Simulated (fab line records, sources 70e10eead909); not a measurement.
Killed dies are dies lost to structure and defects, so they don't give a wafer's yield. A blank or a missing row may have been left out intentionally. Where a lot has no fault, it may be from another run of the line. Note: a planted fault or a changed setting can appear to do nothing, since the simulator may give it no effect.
Chamber matching	flow nandHarc	cmp-02 running NHARC_A_DECK1_JOINT_CMP_02: 4 sister chambers
The step polishes SiOx. 8 wafers are shown with their chamber, then 8 later ones without.

EACH WAFER AND ITS CHAMBER
wafer	chamber	motorCurrentA (A)	slurryFlowMlMin
L954.6	3	11.3	150.0
L963.1	0	11.9	150.4
L963.3	3	11.5	150.9
L969.5	1	13.6	150.4
L971.1	2	11.7	150.6
L971.5	0	12.7	149.5
L971.6	1	13.3	150.1
L972.2	2	11.6	150.3

WAFERS WHOSE CHAMBER IS MISSING
wafer	motorCurrentA (A)	slurryFlowMlMin
L972.3	12.4	149.8
L972.4	11.3	150.3
L975.1	13.9	150.9
L975.2	12.4	149.1
L975.4	11.4	149.9
L977.1	11.0	149.6
L977.2	13.0	148.9
L977.5	12.3	149.9

WHICH CHAMBER EACH WENT THROUGH
wafer	from the rows above	in truth
L972.3	0	0
L972.4	can't be placed: 3 or 2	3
L975.1	1	1
L975.2	can't be placed: 0 or 2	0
L975.4	can't be placed: 3 or 2 or 0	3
L977.1	can't be placed: 3 or 2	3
L977.2	can't be placed: 0 or 1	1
L977.5	0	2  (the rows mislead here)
2 of 8 placed correctly. Cannot be placed on the basis of these rows: 5; the candidates contain the true chamber in 5. Number placed wrongly: 1.
How it was worked out, from the rows above alone: a wafer's distance from a chamber is the root of the sum, over the readings, of the square of ((its reading less the chamber's mean) divided by the reading's scatter). The wafer belongs to the nearest chamber; if the next one is less than 2 further off, it can't be placed. Each chamber's mean is taken over the wafers shown for it. How the scatter is found: for the shown wafers, subtract from each reading the mean of its chamber, square and add these, divide the total by (wafers less chambers), then take the root.
